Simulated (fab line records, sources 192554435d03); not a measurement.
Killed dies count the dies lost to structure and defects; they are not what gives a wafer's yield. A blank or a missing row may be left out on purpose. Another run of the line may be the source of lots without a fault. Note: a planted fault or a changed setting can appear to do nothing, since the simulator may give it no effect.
Chamber matching || flow n5_finfet || N5_BEOL_M11_DESCUM_16 on rie_diel-03 has 4 sister chambers
The step chemistry O2, time 7.9 s. 16 wafers are shown with their chamber, then 8 later ones without.

EACH WAFER AND ITS CHAMBER
{"wafer": "L074.1", "chamber": 1, "drypump_motor_current_A (A)": 5.2, "showerhead_plenum_p_Torr (Torr)": 2.15, "throttle_valve_pct (%)": 20.41}
{"wafer": "L074.5", "chamber": 1, "drypump_motor_current_A (A)": 5.2, "showerhead_plenum_p_Torr (Torr)": 2.15, "throttle_valve_pct (%)": 20.39}
{"wafer": "L074.6", "chamber": 0, "drypump_motor_current_A (A)": 5.3, "showerhead_plenum_p_Torr (Torr)": 2.16, "throttle_valve_pct (%)": 20.44}
{"wafer": "L077.1", "chamber": 1, "drypump_motor_current_A (A)": 5.2, "showerhead_plenum_p_Torr (Torr)": 2.15, "throttle_valve_pct (%)": 20.42}
{"wafer": "L077.2", "chamber": 0, "drypump_motor_current_A (A)": 5.3, "showerhead_plenum_p_Torr (Torr)": 2.16, "throttle_valve_pct (%)": 20.46}
{"wafer": "L077.6", "chamber": 2, "drypump_motor_current_A (A)": 4.8, "showerhead_plenum_p_Torr (Torr)": 2.05, "throttle_valve_pct (%)": 19.90}
{"wafer": "L083.1", "chamber": 2, "drypump_motor_current_A (A)": 4.8, "showerhead_plenum_p_Torr (Torr)": 2.05, "throttle_valve_pct (%)": 19.94}
{"wafer": "L083.2", "chamber": 0, "drypump_motor_current_A (A)": 5.3, "showerhead_plenum_p_Torr (Torr)": 2.15, "throttle_valve_pct (%)": 20.48}
{"wafer": "L083.6", "chamber": 3, "drypump_motor_current_A (A)": 5.1, "showerhead_plenum_p_Torr (Torr)": 2.10, "throttle_valve_pct (%)": 20.31}
{"wafer": "L084.1", "chamber": 2, "drypump_motor_current_A (A)": 4.8, "showerhead_plenum_p_Torr (Torr)": 2.05, "throttle_valve_pct (%)": 19.92}
{"wafer": "L084.2", "chamber": 0, "drypump_motor_current_A (A)": 5.3, "showerhead_plenum_p_Torr (Torr)": 2.15, "throttle_valve_pct (%)": 20.47}
{"wafer": "L084.4", "chamber": 3, "drypump_motor_current_A (A)": 5.1, "showerhead_plenum_p_Torr (Torr)": 2.10, "throttle_valve_pct (%)": 20.31}
{"wafer": "L088.1", "chamber": 1, "drypump_motor_current_A (A)": 5.2, "showerhead_plenum_p_Torr (Torr)": 2.14, "throttle_valve_pct (%)": 20.44}
{"wafer": "L088.2", "chamber": 2, "drypump_motor_current_A (A)": 4.8, "showerhead_plenum_p_Torr (Torr)": 2.05, "throttle_valve_pct (%)": 19.93}
{"wafer": "L088.3", "chamber": 0, "drypump_motor_current_A (A)": 5.4, "showerhead_plenum_p_Torr (Torr)": 2.15, "throttle_valve_pct (%)": 20.49}
{"wafer": "L086.1", "chamber": 0, "drypump_motor_current_A (A)": 5.3, "showerhead_plenum_p_Torr (Torr)": 2.15, "throttle_valve_pct (%)": 20.49}

SIGNATURES, as means of the wafers listed above
{"reading": "drypump_motor_current_A", "chamber 0": 5.317, "chamber 1": 5.200, "chamber 2": 4.800, "chamber 3": 5.100, "scatter within a chamber": 0.0264}
{"reading": "showerhead_plenum_p_Torr", "chamber 0": 2.1533, "chamber 1": 2.1475, "chamber 2": 2.0500, "chamber 3": 2.1000, "scatter within a chamber": 0.00417}
{"reading": "throttle_valve_pct", "chamber 0": 20.4717, "chamber 1": 20.4150, "chamber 2": 19.9225, "chamber 3": 20.3100, "scatter within a chamber": 0.0184}
Rule: a wafer's distance from a chamber is the root of the sum, over the readings, of the square of ((its reading less the chamber's mean) divided by the reading's scatter). The wafer belongs to the nearest chamber; if the next one is less than 2 further off, it can't be placed. How the scatter is found: for the shown wafers, subtract from each reading the mean of its chamber, square and add these, divide the total by (wafers less chambers), then take the root.

WAFERS MISSING THEIR CHAMBER
{"wafer": "L086.3", "drypump_motor_current_A (A)": 5.1, "showerhead_plenum_p_Torr (Torr)": 2.10, "throttle_valve_pct (%)": 20.31}
{"wafer": "L086.4", "drypump_motor_current_A (A)": 5.2, "showerhead_plenum_p_Torr (Torr)": 2.14, "throttle_valve_pct (%)": 20.45}
{"wafer": "L093.1", "drypump_motor_current_A (A)": 5.4, "showerhead_plenum_p_Torr (Torr)": 2.15, "throttle_valve_pct (%)": 20.49}
{"wafer": "L093.4", "drypump_motor_current_A (A)": 4.8, "showerhead_plenum_p_Torr (Torr)": 2.04, "throttle_valve_pct (%)": 19.93}
{"wafer": "L093.6", "drypump_motor_current_A (A)": 5.1, "showerhead_plenum_p_Torr (Torr)": 2.10, "throttle_valve_pct (%)": 20.33}
{"wafer": "L094.1", "drypump_motor_current_A (A)": 5.3, "showerhead_plenum_p_Torr (Torr)": 2.15, "throttle_valve_pct (%)": 20.52}
{"wafer": "L094.2", "drypump_motor_current_A (A)": 4.8, "showerhead_plenum_p_Torr (Torr)": 2.04, "throttle_valve_pct (%)": 19.96}
{"wafer": "L094.3", "drypump_motor_current_A (A)": 5.1, "showerhead_plenum_p_Torr (Torr)": 2.09, "throttle_valve_pct (%)": 20.34}

EACH ONE'S CHAMBER
{"wafer": "L086.3", "from the rows above": 3, "in truth": 3}
{"wafer": "L086.4", "from the rows above": 1, "in truth": 1}
{"wafer": "L093.1", "from the rows above": 0, "in truth": 0}
{"wafer": "L093.4", "from the rows above": 2, "in truth": 2}
{"wafer": "L093.6", "from the rows above": 3, "in truth": 3}
{"wafer": "L094.1", "from the rows above": 0, "in truth": 0}
{"wafer": "L094.2", "from the rows above": 2, "in truth": 2}
{"wafer": "L094.3", "from the rows above": 3, "in truth": 3}
Correct placement for 8 of the 8. Left unplaced by these rows: 0. 0 placed wrongly.
